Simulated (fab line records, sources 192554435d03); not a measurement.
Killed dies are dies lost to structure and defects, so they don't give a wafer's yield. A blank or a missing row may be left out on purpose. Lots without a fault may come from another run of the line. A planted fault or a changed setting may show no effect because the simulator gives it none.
Chamber matching | flow n5_finfet | N5_BEOL_M1_ILD_DEP_00 on pecvd-03: 3 sister chambers
The step deposits SiOC from DEMS/O2, target thk 79 nm, time 15.3 s. 3 wafers are shown with their chamber, then 9 later ones without.

WAFERS WITH THEIR CHAMBER
wafer  | chamber | showerhead_vpp_V (V)
L082.3 | 2       | 1283
L082.4 | 1       | 1493
L082.6 | 0       | 1349

WAFERS WITHOUT THEIR CHAMBER
wafer  | showerhead_vpp_V (V)
L087.1 | 1331
L087.2 | 1294
L087.5 | 1338
L091.1 | 1263
L091.2 | 1331
L091.6 | 1261
L096.2 | 1477
L096.4 | 1463
L096.5 | 1318

WHICH CHAMBER EACH WENT THROUGH
wafer  | from the rows above     | in truth
L087.1 | can't be placed: 0 or 2 | 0
L087.2 | 2                       | 2
L087.5 | 0                       | 0
L091.1 | 2                       | 2
L091.2 | can't be placed: 0 or 2 | 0
L091.6 | 2                       | 2
L096.2 | 1                       | 1
L096.4 | 1                       | 1
L096.5 | can't be placed: 0 or 2 | 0
Placed correctly: 6 of 9. Can't be placed from these rows: 3 (the true chamber is among the candidates in 3). Placed wrongly: 0.
How it was worked out, from the rows above alone: a wafer's distance from a chamber is the root of the sum, over the readings, of the square of ((its reading less the chamber's mean) divided by the reading's scatter). The wafer belongs to the nearest chamber; if the next one is less than 2 further off, it can't be placed. A chamber's mean is the mean of its shown wafers. The scatter: with one shown wafer a chamber, the root of the mean of the squares of how far each hidden wafer lies from its nearest shown one.
